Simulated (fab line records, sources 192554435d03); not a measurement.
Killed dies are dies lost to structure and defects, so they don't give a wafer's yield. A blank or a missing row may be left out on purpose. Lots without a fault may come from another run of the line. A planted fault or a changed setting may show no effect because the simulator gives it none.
fab line records | flow n5_finfet
record lots=24 wafers=72 last_day=18
route steps=1938 shown BEOL_M5@1114 BEOL_M6@1214
lots that met no fault: from a run of the same line without faults
start_h: hours from the record's first day to the start of the lot's first wafer shown | wait_h: hours since the lot's step before | " the same as in the row above | L1.1+2: a row that stands for several wafers | - no value, or no start given | * or withheld: withheld | < > ~ a bound
route shown NAME@n: a module of which the file shows steps, and the number in the route of the first | usual: mean/standard deviation of fault-free wafers | same: alike in all rows | chamber/n: place in a boat | sites: the reading at each site | _std_site: their standard deviation | _edge_site: outer sites' mean less inner sites' | radius_mm: how far each site lies from the wafer's centre | mask NAME#n: copy n | behind: the tool/chamber that last shaped the wafer | hold: why the lot was held/for how many hours/how that ended | device: the transistor (n, p or np) that didn't switch | end of line: the same wafers' tests at the end of the route | a step without rows: its recipe alone | killed: dies lost to structure and defects at the first sort, not the wafer's yield | map: a wafer's dies, x killed, . not, _ none there
set.NAME: the setting as run; set.NAME@STEP: as run at that earlier step | model.NAME: the simulator's own value behind a step, which no gauge read
steps of the route over a sample of lots; a table a step, a row a wafer
services: from which hour (start_h, from the record's first day; less than 0 if before it) a tool's chamber was out of use, for how many hours, and why
## steps
# step N5_BEOL_M5_THK_MEAS_01
# recipe reads=SiCOH_lowk_of_BEOL_M5_ILD_DEP_00
# usual M5_ILD_THK=120.6/1.8
# columns lot.wafer tool chamber start_h wait_h M5_ILD_THK[nm]
L074.4 film_metro-01 - 181.43 0.2 121.6
L074.5 " - " " 120.5
L074.6 " - " " 121.7
L075.2 film_metro-02 - 186.80 0.4 118.8
L075.4 " - " " 122.1
L075.6 " - " " 121.9
L076.2 film_metro-02 - 188.60 0.4 121.6
L076.3 " - " " 121.9
L076.5 " - " " 122.4
L077.1 film_metro-01 - 189.12 0.8 120.6
L077.2 " - " " 118.7
L077.5 " - " " 119.8
L078.2 film_metro-02 - 211.98 0.7 119.8
L078.5 " - " " 122.8
L078.6 " - " " 121.6
L079.3 film_metro-02 - 216.35 0.5 120.1
L079.4 " - " " 118.4
L079.5 " - " " 119.1
L080.2 film_metro-01 - 222.95 0.7 120.5
L080.5 " - " " 121.4
L080.6 " - " " 123.0
L081.2 film_metro-01 - 225.10 0.4 119.2
L081.4 " - " " 123.7
L081.5 " - " " 122.6
L082.1 film_metro-01 - 229.26 0.4 119.2
L082.3 " - " " 117.8
L082.5 " - " " 120.2
L085.1 film_metro-02 - 239.49 0.4 120.3
L085.2 " - " " 117.9
L085.6 " - " " 120.6
L083.1 film_metro-01 - 242.51 0.4 116.6
L083.3 " - " " 114.1
L083.4 " - " " 117.8
L084.2 film_metro-02 - 246.20 0.4 121.1
L084.4 " - " " 120.1
L084.6 " - " " 121.6
L087.3 film_metro-01 - 248.04 0.3 118.5
L087.4 " - " " 119.2
L087.5 " - " " 120.7
L086.3 film_metro-02 - 251.67 0.5 117.8
L086.4 " - " " 121.2
L086.5 " - " " 120.8
L088.2 film_metro-02 - 258.11 0.4 120.3
L088.4 " - " " 123.0
L088.5 " - " " 120.9
L089.2 film_metro-02 - 265.46 0.4 119.4
L089.3 " - " " 120.7
L089.5 " - " " 120.6
L090.3 film_metro-01 - 281.53 0.5 121.7
L090.4 " - " " 124.2
L090.5 " - " " 124.2
L092.1 film_metro-01 - 285.77 0.4 119.8
L092.2 " - " " 120.5
L092.3 " - " " 119.6
L091.1 film_metro-02 - 287.20 0.8 120.5
L091.2 " - " " 118.2
L091.3 " - " " 121.6
L093.2 film_metro-01 - 289.59 0.4 120.9
L093.3 " - " " 120.9
L093.4 " - " " 124.2
L094.1 film_metro-02 - 305.53 0.4 120.3
L094.5 " - " " 121.5
L094.6 " - " " 121.1
L097.2 film_metro-01 - 313.37 0.7 118.9
L097.4 " - " " 120.2
L097.5 " - " " 120.6
L095.2 film_metro-01 - 313.42 0.4 120.9
L095.3 " - " " 120.1
L095.4 " - " " 121.3
L096.1 film_metro-02 - 315.31 0.4 118.6
L096.2 " - " " 120.2
L096.4 " - " " 121.4
# step N5_BEOL_M5_HM_OPEN_17
# recipe chemistry=Cl2/BCl3 target_depth_a=200 overetch_a=60 target=TiN mask_material=SOC ion_energy_ev=150 pressure_mtorr=10 icp_w=1000 bias_w=126 Cl2_flow_sccm=53.25 bcl3_flow_sccm=21.75 Ar_flow_sccm=25
# usual drypump_motor_current_A=5.7/0.57 oes_product_au=0.66/0.075 rf_fwd_power_W=992/3.3 throttle_valve_pct=22.11/0.18
# columns lot.wafer tool chamber start_h wait_h drypump_motor_current_A oes_product_au rf_fwd_power_W rf_hours_counter_h throttle_valve_pct
L074.4 rie_metal-03 0 182.70 0.1 4.6 0.69 992 - 22.24
L074.5 " 0 " " 4.6 0.68 995 - 22.23
L074.6 " 1 " " 5.9 0.59 994 - 21.82
L075.2 rie_metal-03 0 189.69 0.0 4.7 0.68 988 35 22.22
L075.4 " 1 " " 5.9 0.58 996 - 21.82
L075.6 " 0 " " 4.6 0.68 992 - 22.25
L076.2 rie_metal-02 0 189.80 0.0 6.0 0.63 990 58 22.21
L076.3 " 1 " " 5.6 0.76 994 - 22.16
L076.5 " 0 " " 6.1 0.62 994 - 22.22
L077.1 rie_metal-01 1 190.39 0.0 5.8 0.55 990 109 22.38
L077.2 " 0 " " 6.1 0.78 992 9 22.02
L077.5 " 0 " " 6.2 0.77 989 - 22.03
L078.2 rie_metal-01 0 213.78 0.0 6.2 0.76 982 9 22.04
L078.5 " 0 " " 6.2 0.76 986 - 22.04
L078.6 " 1 " " 5.8 0.55 988 - 22.37
L079.3 rie_metal-01 0 217.75 0.1 6.2 0.76 993 - 22.05
L079.4 " 1 " " 5.8 0.55 996 - 22.38
L079.5 " 1 " " 5.8 0.55 993 - 22.38
L080.2 rie_metal-03 0 224.40 0.0 4.6 0.68 990 39 22.24
L080.5 " 1 " " 5.9 0.58 993 - 21.81
L080.6 " 0 " " 4.6 0.68 995 - 22.26
L081.2 rie_metal-03 0 226.84 0.0 4.6 0.68 991 39 22.24
L081.4 " 1 " " 5.9 0.58 995 - 21.85
L081.5 " 0 " " 4.6 0.67 991 - 22.25
L082.1 rie_metal-03 0 230.67 0.0 4.6 0.66 991 39 22.26
L082.3 " 0 " " 4.6 0.67 990 - 22.27
L082.5 " 1 " " 5.9 0.58 990 - 21.82
L085.1 rie_metal-01 0 241.45 0.0 6.2 0.75 990 12 22.05
L085.2 " 1 " " 5.8 0.55 989 113 22.39
L085.6 " 1 " " 5.8 0.55 991 - 22.39
L083.1 rie_metal-03 0 244.90 0.0 4.6 0.68 994 40 22.26
L083.3 " 1 " " 5.9 0.58 986 - 21.85
L083.4 " 0 " " 4.7 0.67 992 - 22.26
L084.2 rie_metal-01 0 249.48 0.1 6.1 0.76 984 - 22.05
L084.4 " 0 " " 6.2 0.76 989 - 22.04
L084.6 " 0 " " 6.2 0.76 985 - 22.05
L087.3 rie_metal-03 0 250.11 0.1 4.6 0.67 996 - 22.23
L087.4 " 1 " " 5.9 0.57 996 - 21.85
L087.5 " 0 " " 4.6 0.67 994 - 22.26
L086.3 rie_metal-02 1 253.83 0.1 5.6 0.73 997 - 22.15
L086.4 " 0 " " 6.1 0.61 993 - 22.26
L086.5 " 1 " " 5.6 0.73 995 - 22.19
L088.2 rie_metal-03 0 259.22 0.0 4.6 0.68 993 41 22.23
L088.4 " 0 " " 4.6 0.67 994 - 22.26
L088.5 " 1 " " 5.9 0.58 991 - 21.85
L089.2 rie_metal-03 1 267.26 0.0 5.9 0.57 995 86 21.86
L089.3 " 1 " " 5.9 0.57 996 - 21.85
L089.5 " 0 " " 4.6 0.66 990 - 22.27
L090.3 rie_metal-01 1 283.45 0.1 5.8 0.54 995 - 22.41
L090.4 " 0 " " 6.2 0.73 986 - 22.07
L090.5 " 0 " " 6.2 0.73 988 - 22.06
L092.1 rie_metal-02 1 288.50 0.0 5.6 0.72 994 15 22.17
L092.2 " 0 " " 6.1 0.61 996 69 22.25
L092.3 " 0 " " 6.1 0.62 995 - 22.23
L091.1 rie_metal-03 0 289.16 0.0 4.6 0.65 995 46 22.29
L091.2 " 1 " " 5.9 0.57 993 88 21.86
L091.3 " 1 " " 5.9 0.57 992 - 21.84
L093.2 rie_metal-02 0 293.21 0.0 6.1 0.61 995 69 22.24
L093.3 " 1 " " 5.6 0.73 998 - 22.18
L093.4 " 0 " " 6.1 0.62 994 - 22.23
L094.1 rie_metal-01 0 307.39 0.0 6.2 0.74 988 18 22.04
L094.5 " 0 " " 6.1 0.73 991 - 22.07
L094.6 " 0 " " 6.2 0.74 989 - 22.06
L097.2 rie_metal-01 0 314.83 0.1 6.2 0.73 990 - 22.06
L097.4 " 0 " " 6.2 0.72 992 - 22.05
L097.5 " 0 " " 6.2 0.73 989 - 22.05
L095.2 rie_metal-01 0 315.68 0.1 6.1 0.72 989 - 22.06
L095.3 " 0 " " 6.1 0.73 991 - 22.06
L095.4 " 0 " " 6.1 0.73 994 - 22.06
L096.1 rie_metal-02 0 316.64 0.0 6.1 0.61 991 70 22.26
L096.2 " 1 " " 5.6 0.71 988 17 22.19
L096.4 " 1 " " 5.6 0.72 990 - 22.18
# step N5_BEOL_M5_ETCH_41
# recipe chemistry=CH3F/O2 target=SiCN target_depth_a=315 taper_deg=2 time_s=56.7 ion_energy_ev=120 mask_material=TiN pressure_mtorr=30 source_w=395 bias_w=75 Ar_flow_sccm=150 CH3F_flow_sccm=30 O2_flow_sccm=20
# usual drypump_motor_current_A=5.7/0.34 oes_product_au=0.79/0.098 rf_fwd_power_W=391.7/1.5 rf_vpp_V=297.4/1.4 showerhead_plenum_p_Torr=2.00/0.059 throttle_valve_pct=16.24/0.25
# columns lot.wafer tool chamber start_h wait_h drypump_motor_current_A oes_product_au rf_fwd_power_W rf_hours_counter_h rf_vpp_V showerhead_plenum_p_Torr throttle_valve_pct
L074.4 rie_diel-05 1 - - 5.2 0.76 392.3 144 297.5 2.00 16.07
L074.5 " 2 " " 5.9 0.71 391.4 - 297.2 1.99 16.40
L074.6 " 1 " " 5.2 0.76 391.1 - 297.8 2.00 16.08
L076.2 rie_diel-04 1 - - 6.3 0.69 389.8 227 299.0 2.05 16.54
L076.3 " 0 " " 5.6 0.68 389.6 248 298.6 2.06 16.54
L076.5 " 2 " " 6.2 0.88 392.7 - 296.6 1.95 15.71
L075.2 rie_diel-05 0 - - 5.4 0.90 390.5 24 300.5 2.15 16.27
L075.4 " 1 " " 5.3 0.75 389.9 - 296.5 2.00 16.07
L075.6 " 2 " " 5.8 0.71 392.9 - 296.5 1.99 16.41
L077.1 rie_diel-05 2 - - 5.9 0.71 391.0 215 297.8 1.98 16.41
L077.2 " 1 " " 5.2 0.74 391.7 146 298.1 2.00 16.10
L077.5 " 0 " " 5.4 0.89 390.0 - 299.2 2.15 16.27
L078.2 rie_diel-04 1 - - 6.3 0.69 390.5 237 298.3 2.05 16.55
L078.5 " 1 " " 6.3 0.69 390.9 - 297.2 2.05 16.53
L078.6 " 3 " " 5.9 0.95 392.6 - 299.5 2.06 16.11
L079.3 rie_diel-01 2 - - 5.4 0.68 393.9 253 296.5 1.98 16.89
L079.4 " 3 " " 5.6 0.73 393.7 153 294.8 1.90 16.10
L079.5 " 0 " " 5.3 0.82 391.7 - 297.8 2.03 16.29
L080.2 rie_diel-01 3 - - 5.6 0.72 393.5 155 294.6 1.90 16.11
L080.5 " 2 " " 5.3 0.68 389.7 - 296.2 1.98 16.89
L080.6 " 1 " " 5.5 0.74 392.0 - 296.9 1.98 16.29
L081.2 rie_diel-01 1 - - 5.5 0.73 390.7 186 296.4 1.98 16.30
L081.4 " 2 " " 5.4 0.67 393.8 - 297.3 1.98 16.88
L081.5 " 0 " " 5.3 0.82 389.9 - 298.5 2.03 16.30
L082.1 rie_diel-04 3 - - 5.9 0.93 393.2 9 299.2 2.05 16.14
L082.3 " 0 " " 5.6 0.98 390.2 2 299.7 2.06 16.07
L082.5 " 1 " " 6.3 0.68 390.9 - 297.4 2.05 16.56
L085.1 rie_diel-04 1 - - 6.2 0.68 392.2 245 298.1 2.05 16.57
L085.2 " 3 " " 5.9 0.92 389.7 13 299.6 2.05 16.14
L085.6 " 1 " " 6.3 0.68 391.7 - 297.7 2.05 16.56
L083.1 rie_diel-04 1 - - 6.3 0.69 390.7 246 297.4 2.05 16.57
L083.3 " 3 " " 5.9 0.92 391.6 13 297.7 2.05 16.16
L083.4 " 0 " " 5.7 0.97 392.2 5 299.0 2.06 16.07
L084.2 rie_diel-01 3 - - 5.7 0.71 393.7 162 295.5 1.90 16.13
L084.4 " 0 " " 5.3 0.80 393.2 - 298.7 2.03 16.29
L084.6 " 3 " " 5.7 0.71 393.6 - 296.8 1.90 16.13
L087.3 rie_diel-05 1 - - 5.2 0.73 394.2 166 296.1 2.00 16.11
L087.4 " 3 " " 5.6 0.66 391.8 232 297.1 1.99 16.56
L087.5 " 1 " " 5.2 0.73 391.7 - 296.5 2.00 16.13
L086.3 rie_diel-04 3 - - 5.9 0.92 391.3 17 298.5 2.05 16.15
L086.4 " 3 " " 5.9 0.91 390.6 - 298.1 2.05 16.16
L086.5 " 0 " " 5.7 0.96 391.0 - 298.4 2.06 16.06
L088.2 rie_diel-01 3 - - 5.7 0.71 389.9 166 295.5 1.89 16.13
L088.4 " 0 " " 5.3 0.81 389.5 - 298.2 2.03 16.30
L088.5 " 3 " " 5.7 0.71 392.8 - 295.1 1.89 16.13
L089.2 rie_diel-01 0 - - 5.3 0.79 390.3 90 297.2 2.02 16.32
L089.3 " 1 " " 5.5 0.71 392.2 201 296.5 1.98 16.32
L089.5 " 1 " " 5.6 0.72 392.7 - 297.2 1.98 16.32
L090.3 rie_diel-04 0 - - 5.6 0.93 389.8 20 297.8 2.05 16.12
L090.4 " 0 " " 5.7 0.92 388.9 - 297.8 2.05 16.10
L090.5 " 3 " " 5.9 0.88 391.3 - 298.7 2.05 16.16
L091.1 rie_diel-05 1 - - 5.2 0.72 392.0 180 296.3 1.99 16.15
L091.2 " 0 " " 5.4 0.85 391.5 55 299.5 2.14 16.33
L091.3 " 3 " " 5.6 0.65 392.2 244 297.2 1.99 16.59
L092.1 rie_diel-04 2 - - 6.2 0.83 390.9 66 294.0 1.93 15.76
L092.2 " 1 " " 6.3 1.01 389.6 1 299.5 2.04 16.10
L092.3 " 0 " " 5.7 0.92 388.3 24 298.9 2.05 16.11
L093.2 rie_diel-01 2 - - 5.4 0.98 393.0 1 296.3 1.98 16.38
L093.3 " 3 " " 5.7 0.70 393.6 179 294.0 1.89 16.15
L093.4 " 0 " " 5.3 0.78 392.2 102 298.9 2.02 16.36
L094.1 rie_diel-04 3 - - 5.9 0.87 392.7 36 297.7 2.04 16.20
L094.5 " 1 " " 6.3 0.99 389.9 - 298.4 2.04 16.11
L094.6 " 2 " " 6.2 0.82 390.4 - 296.1 1.93 15.79
L097.2 rie_diel-01 2 - - 5.4 0.94 392.4 8 297.2 1.97 16.39
L097.4 " 0 " " 5.3 0.77 393.3 109 296.4 2.02 16.35
L097.5 " 1 " " 5.5 0.70 391.5 - 297.7 1.97 16.35
L096.1 rie_diel-01 0 - - 5.3 0.77 390.1 110 297.0 2.02 16.35
L096.2 " 3 " " 5.6 0.69 392.6 186 294.2 1.89 16.17
L096.4 " 2 " " 5.4 0.93 391.5 9 297.4 1.97 16.38
L095.2 rie_diel-01 3 - - 5.7 0.69 393.3 186 297.5 1.89 16.16
L095.3 " 0 " " 5.3 0.77 390.9 110 297.0 2.02 16.36
L095.4 " 1 " " 5.5 0.70 392.8 217 298.6 1.97 16.36
# step N5_BEOL_M5_PRE_CLEAN_77
# recipe gas=NH3/H2 time_s=15 temp_c=* rf_power_w=300
# usual heater_power_w=85/17 rf_fwd_power_W=296.1/1.6
# columns lot.wafer tool chamber start_h wait_h heater_power_w rf_fwd_power_W since_wet_clean_h
L074.4 cvd_co-02 1 191.07 0.1 99 296.3 -
L074.5 " 2 " " 66 295.2 -
L074.6 " 0 " " 113 296.2 -
L075.2 cvd_co-01 2 198.03 0.0 73 297.6 280
L075.4 " 1 " " 82 298.3 -
L075.6 " 0 " " 72 296.7 -
L076.2 cvd_co-02 1 199.75 0.0 99 295.1 61
L076.3 " 2 " " 66 294.3 500
L076.5 " 0 " " 108 295.4 -
L077.1 cvd_co-01 2 200.51 0.1 72 296.3 283
L077.2 " 0 " " 75 297.4 742
L077.5 " 1 " " 81 296.4 -
L078.2 cvd_co-02 0 223.39 0.0 114 295.1 983
L078.5 " 0 " " 112 295.7 -
L078.6 " 2 " " 64 294.0 -
L079.3 cvd_co-02 1 225.85 0.0 99 294.1 87
L079.4 " 1 " " 98 295.7 -
L079.5 " 2 " " 64 294.1 -
L080.2 cvd_co-01 1 232.87 0.0 81 298.0 1212
L080.5 " 0 " " 76 296.5 -
L080.6 " 2 " " 70 297.0 -
L081.2 cvd_co-02 0 235.72 0.0 111 295.0 996
L081.4 " 1 " " 100 294.9 -
L081.5 " 0 " " 113 293.1 -
L082.1 cvd_co-01 2 239.38 0.0 71 299.2 321
L082.3 " 1 " " 81 296.7 1218
L082.5 " 0 " " 74 296.7 -
L085.1 cvd_co-01 0 250.64 0.0 74 296.9 792
L085.2 " 2 " " 72 297.4 333
L085.6 " 2 " " 71 299.7 -
L083.1 cvd_co-02 0 254.12 0.0 113 294.5 1014
L083.3 " 2 " " 66 293.2 555
L083.4 " 2 " " 67 293.0 -
L084.2 cvd_co-01 0 258.80 0.0 76 297.3 800
L084.4 " 2 " " 72 298.3 -
L084.6 " 1 " " 81 299.0 -
L087.3 cvd_co-02 1 259.11 0.0 99 295.8 120
L087.4 " 1 " " 98 295.0 -
L087.5 " 2 " " 67 294.4 -
L086.3 cvd_co-01 1 264.88 0.0 81 298.2 1244
L086.4 " 2 " " 72 298.2 -
L086.5 " 0 " " 73 296.9 -
L088.2 cvd_co-02 2 269.80 0.0 65 295.1 570
L088.4 " 1 " " 100 295.5 -
L088.5 " 2 " " 65 293.7 -
L089.2 cvd_co-02 2 276.77 0.0 65 293.8 577
L089.3 " 0 " " 111 296.4 1037
L089.5 " 0 " " 119 296.1 -
L090.3 cvd_co-01 2 293.32 0.0 74 297.8 375
L090.4 " 1 " " 81 297.5 -
L090.5 " 2 " " 71 298.1 -
L091.1 cvd_co-02 1 300.19 0.0 101 296.2 161
L091.2 " 2 " " 65 294.5 601
L091.3 " 0 " " 114 295.3 1060
L092.1 cvd_co-02 1 300.73 0.0 100 294.4 162
L092.2 " 0 " " 113 296.2 1061
L092.3 " 2 " " 65 294.1 601
L093.2 cvd_co-01 0 308.01 0.0 78 297.7 849
L093.3 " 2 " " 73 297.6 390
L093.4 " 1 " " 80 296.9 -
L094.1 cvd_co-01 1 317.28 0.0 82 297.1 1296
L094.5 " 2 " " 71 295.7 -
L094.6 " 0 " " 77 297.3 -
L097.2 cvd_co-02 2 323.91 0.0 65 295.3 625
L097.4 " 0 " " 110 293.7 -
L097.5 " 1 " " 101 295.6 -
L096.1 cvd_co-01 2 325.68 0.0 73 297.2 408
L096.2 " 1 " " 81 296.9 1304
L096.4 " 2 " " 70 298.0 -
L095.2 cvd_co-02 1 326.64 0.0 104 294.6 188
L095.3 " 1 " " 104 293.3 -
L095.4 " 2 " " 67 297.0 -
# step N5_BEOL_M5_INSPECT_58
# recipe inspect_instrument=darkfield mode=post_dep
# usual raw_defect_count=69/19
# columns lot.wafer tool chamber start_h wait_h raw_defect_count
L074.4 defect_inspect-02 - 191.33 0.0 86
L074.5 " - " " 72
L074.6 " - " " 90
L075.2 defect_inspect-02 - 198.28 0.0 71
L075.4 " - " " 87
L075.6 " - " " 106
L076.2 defect_inspect-02 - 200.00 0.0 71
L076.3 " - " " 63
L076.5 " - " " 42
L077.1 defect_inspect-01 - 200.76 0.0 69
L077.2 " - " " 65
L077.5 " - " " 64
L078.2 defect_inspect-01 - 223.67 0.0 56
L078.5 " - " " 38
L078.6 " - " " 71
L079.3 defect_inspect-02 - 226.13 0.0 109
L079.4 " - " " 96
L079.5 " - " " 88
L080.2 defect_inspect-01 - 233.13 0.0 46
L080.5 " - " " 56
L080.6 " - " " 44
L081.2 defect_inspect-01 - 235.97 0.0 68
L081.4 " - " " 54
L081.5 " - " " 80
L082.1 defect_inspect-01 - 239.63 0.0 59
L082.3 " - " " 39
L082.5 " - " " 50
L085.1 defect_inspect-02 - 250.89 0.0 84
L085.2 " - " " 73
L085.6 " - " " 52
L083.1 defect_inspect-02 - 254.37 0.0 90
L083.3 " - " " 60
L083.4 " - " " 65
L084.2 defect_inspect-01 - 259.05 0.0 72
L084.4 " - " " 68
L084.6 " - " " 85
L087.3 defect_inspect-01 - 259.36 0.0 92
L087.4 " - " " 69
L087.5 " - " " 92
L086.3 defect_inspect-01 - 265.13 0.0 36
L086.4 " - " " 59
L086.5 " - " " 77
L088.2 defect_inspect-01 - 270.05 0.0 60
L088.4 " - " " 79
L088.5 " - " " 78
L089.2 defect_inspect-02 - 277.02 0.0 53
L089.3 " - " " 49
L089.5 " - " " 52
L090.3 defect_inspect-01 - 293.57 0.0 58
L090.4 " - " " 121
L090.5 " - " " 44
L091.1 defect_inspect-02 - 300.45 0.0 118
L091.2 " - " " 80
L091.3 " - " " 88
L092.1 defect_inspect-01 - 300.98 0.0 84
L092.2 " - " " 78
L092.3 " - " " 77
L093.2 defect_inspect-02 - 308.27 0.0 67
L093.3 " - " " 70
L093.4 " - " " 92
L094.1 defect_inspect-01 - 317.53 0.0 69
L094.5 " - " " 63
L094.6 " - " " 97
L097.2 defect_inspect-02 - 324.16 0.0 70
L097.4 " - " " 84
L097.5 " - " " 44
L096.1 defect_inspect-02 - 325.93 0.0 67
L096.2 " - " " 84
L096.4 " - " " 72
L095.2 defect_inspect-02 - 326.98 0.0 73
L095.3 " - " " 70
L095.4 " - " " 71
# step N5_BEOL_M6_STRIP_67
# recipe chemistry=CF4 resist=SiARC power_w=300 bias_power_w=75 pressure_mtorr=50 cf4_flow_sccm=150 rf_frequency_hz=6e+07
# usual cf4_flow_sccm=149.9/0.45 drypump_motor_current_A=5.5/0.43 oes_product_au=0.79/0.056 power_w=300.1/1 rf_vpp_V=271.0/1.5 showerhead_plenum_p_Torr=1.79/0.048 throttle_valve_pct=13.57/0.23
# columns lot.wafer tool chamber start_h wait_h cf4_flow_sccm drypump_motor_current_A oes_product_au power_w rf_hours_counter_h rf_vpp_V showerhead_plenum_p_Torr throttle_valve_pct
L074.4 rie_diel-06 0 193.23 0.0 150.2 6.2 0.87 301.3 41 270.2 1.76 13.56
L074.5 " 2 " " 149.5 5.4 0.82 301.0 - 270.0 1.75 13.62
L074.6 " 1 " " 150.0 4.8 0.74 301.2 - 268.6 1.71 13.70
L075.2 rie_diel-02 2 200.31 0.0 149.7 5.1 0.88 299.1 35 269.2 1.75 13.59
L075.4 " 0 " " 149.7 5.4 0.73 301.0 161 270.4 1.80 13.83
L075.6 " 2 " " 150.0 5.1 0.89 299.5 - 271.5 1.75 13.58
L076.2 rie_diel-03 3 203.07 0.0 149.7 6.0 0.75 301.0 140 269.7 1.79 13.37
L076.3 " 0 " " 150.4 5.4 0.82 299.5 80 273.3 1.88 13.09
L076.5 " 3 " " 148.3 6.0 0.74 300.6 - 270.8 1.80 13.37
L077.1 rie_diel-02 0 203.57 0.0 149.8 5.4 0.72 300.1 163 271.0 1.80 13.84
L077.2 " 3 " " 149.6 5.4 0.76 299.7 154 273.9 1.87 13.73
L077.5 " 0 " " 149.7 5.4 0.73 298.3 - 271.2 1.80 13.83
L078.2 rie_diel-06 0 226.42 0.0 150.7 6.2 0.84 299.0 52 272.1 1.76 13.60
L078.5 " 1 " " 149.9 4.8 0.73 298.9 - 269.5 1.71 13.73
L078.6 " 0 " " 150.3 6.2 0.86 299.0 - 270.9 1.76 13.59
L079.3 rie_diel-03 3 230.07 0.0 149.7 6.0 0.74 300.1 150 269.9 1.79 13.41
L079.4 " 2 " " 150.3 5.6 0.85 298.7 48 271.1 1.83 13.21
L079.5 " 0 " " 150.0 5.5 0.81 301.0 - 273.6 1.87 13.12
L080.2 rie_diel-02 2 237.54 0.0 149.2 5.1 0.87 300.0 49 268.8 1.75 13.59
L080.5 " 3 " " 149.0 5.4 0.76 301.0 - 272.6 1.86 13.75
L080.6 " 2 " " 149.5 5.1 0.87 298.6 - 270.9 1.74 13.62
L081.2 rie_diel-03 2 237.88 0.0 150.7 5.6 0.85 300.3 51 271.0 1.83 13.23
L081.4 " 0 " " 150.3 5.4 0.81 300.4 92 271.8 1.87 13.13
L081.5 " 1 " " 149.5 6.1 0.86 299.4 - 271.0 1.83 13.37
L082.1 rie_diel-02 2 241.44 0.0 149.2 5.1 0.87 299.7 51 269.3 1.75 13.62
L082.3 " 3 " " 149.8 5.4 0.76 300.1 168 270.3 1.86 13.75
L082.5 " 1 " " 150.8 5.0 0.83 298.4 - 269.2 1.75 13.54
L085.1 rie_diel-03 2 253.78 0.0 149.8 5.6 0.83 302.0 56 272.0 1.82 13.23
L085.2 " 0 " " 150.1 5.5 0.80 299.5 97 274.5 1.87 13.14
L085.6 " 2 " " 150.4 5.6 0.83 301.7 - 271.5 1.82 13.26
L083.1 rie_diel-03 0 258.99 0.0 149.3 5.5 0.80 300.4 98 274.5 1.87 13.13
L083.3 " 3 " " 150.1 6.0 0.72 300.2 160 272.1 1.79 13.42
L083.4 " 1 " " 149.9 6.1 0.86 299.0 68 270.8 1.83 13.39
L084.2 rie_diel-02 3 263.14 0.0 150.4 5.4 0.75 299.4 175 272.1 1.86 13.74
L084.4 " 0 " " 150.4 5.4 0.71 299.9 184 269.0 1.79 13.88
L084.6 " 0 " " 149.9 5.4 0.72 300.2 - 270.3 1.79 13.89
L087.3 rie_diel-03 3 263.25 0.0 149.9 6.0 0.73 299.3 162 270.7 1.79 13.43
L087.4 " 2 " " 150.1 5.6 0.82 300.7 60 270.7 1.82 13.25
L087.5 " 3 " " 149.6 6.0 0.73 299.2 - 271.9 1.79 13.44
L086.3 rie_diel-03 2 267.69 0.0 149.4 5.6 0.82 301.7 61 272.1 1.82 13.24
L086.4 " 3 " " 150.0 6.0 0.73 301.3 163 271.1 1.79 13.43
L086.5 " 1 " " 149.4 6.1 0.86 297.8 - 273.4 1.83 13.38
L088.2 rie_diel-02 2 271.91 0.0 149.9 5.1 0.85 302.0 61 271.0 1.74 13.64
L088.4 " 0 " " 150.2 5.4 0.72 300.7 187 270.4 1.79 13.90
L088.5 " 3 " " 150.3 5.4 0.75 299.2 - 270.5 1.86 13.75
L089.2 rie_diel-02 0 278.99 0.0 150.3 5.4 0.72 299.2 190 271.1 1.79 13.90
L089.3 " 2 " " 150.4 5.1 0.85 297.6 64 267.7 1.74 13.66
L089.5 " 0 " " 150.0 5.4 0.71 300.4 - 271.2 1.79 13.90
L090.3 rie_diel-06 2 295.46 0.0 150.6 5.4 0.79 302.4 134 268.3 1.74 13.67
L090.4 " 3 " " 150.1 6.6 0.77 299.1 128 269.9 1.80 13.72
L090.5 " 0 " " 150.5 6.2 0.82 300.1 - 270.7 1.75 13.66
L091.1 rie_diel-06 0 303.55 0.0 149.8 6.2 0.82 301.0 77 269.3 1.75 13.64
L091.2 " 2 " " 150.2 5.5 0.78 299.5 137 268.3 1.74 13.68
L091.3 " 1 " " 150.2 4.8 0.72 301.2 206 268.1 1.70 13.80
L092.1 rie_diel-02 0 303.61 0.0 149.8 5.4 0.70 301.4 198 270.6 1.79 13.91
L092.2 " 3 " " 150.6 5.4 0.74 299.3 188 272.0 1.85 13.80
L092.3 " 1 " " 149.7 5.1 0.80 299.0 84 270.0 1.74 13.60
L093.2 rie_diel-02 3 311.05 0.0 149.7 5.4 0.74 299.6 191 272.3 1.85 13.79
L093.3 " 2 " " 149.5 5.1 0.84 300.7 75 270.3 1.74 13.67
L093.4 " 0 " " 149.9 5.4 0.70 302.9 201 269.3 1.79 13.92
L094.1 rie_diel-02 3 319.58 0.0 150.0 5.4 0.73 299.6 194 272.3 1.85 13.81
L094.5 " 3 " " 150.0 5.4 0.73 300.6 - 274.4 1.85 13.80
L094.6 " 2 " " 149.3 5.1 0.83 300.7 - 269.9 1.74 13.67
L097.2 rie_diel-03 3 327.02 0.0 149.8 6.0 0.72 300.8 181 271.4 1.78 13.47
L097.4 " 1 " " 149.9 6.1 0.83 298.8 93 270.6 1.82 13.43
L097.5 " 2 " " 149.2 5.6 0.80 301.6 - 272.4 1.82 13.29
L096.1 rie_diel-02 1 329.71 0.0 150.1 5.0 0.79 299.3 93 268.0 1.74 13.64
L096.2 " 3 " " 149.9 5.4 0.73 298.7 197 273.9 1.85 13.80
L096.4 " 0 " " 149.7 5.4 0.70 300.5 207 271.5 1.79 13.95
L095.2 rie_diel-02 2 330.00 0.0 150.1 5.1 0.83 300.3 82 269.5 1.74 13.68
L095.3 " 0 " " 151.1 5.4 0.70 301.3 207 271.9 1.79 13.95
L095.4 " 1 " " 149.2 5.1 0.80 299.3 93 269.9 1.74 13.60
## services
# columns tool chamber start_h hours kind
rie_diel-02 1 162.82 3.1 repair
cvd_co-01 2 169.77 3.3 repair
rie_diel-05 3 190.29 7.9 repair
rie_diel-01 1 194.00 11.3 repair
rie_metal-01 - 195.05 14.6 pm
rie_diel-01 0 197.51 3.7 repair
rie_metal-01 - 210.27 0.7 repair
cvd_co-02 - 216.98 2.8 pm
rie_diel-01 3 226.04 5.8 repair
rie_diel-01 2 236.17 32.3 repair
rie_diel-01 - 236.82 0.8 repair
rie_metal-01 1 246.97 16.4 repair
rie_diel-04 1 253.83 13.9 repair
rie_metal-03 - 264.13 0.5 repair
rie_diel-01 1 279.30 8.4 repair
rie_diel-01 3 286.15 4.1 repair
rie_diel-04 3 287.19 4.6 repair
cvd_co-02 0 291.54 3.8 repair
rie_diel-05 - 295.90 14.6 pm
rie_metal-01 - 296.25 0.1 repair
rie_metal-03 1 300.85 7.4 repair
rie_diel-03 3 307.60 7.1 repair
cvd_co-01 - 317.82 7.0 repair
cvd_co-02 0 326.09 5.1 repair
## key
fault none
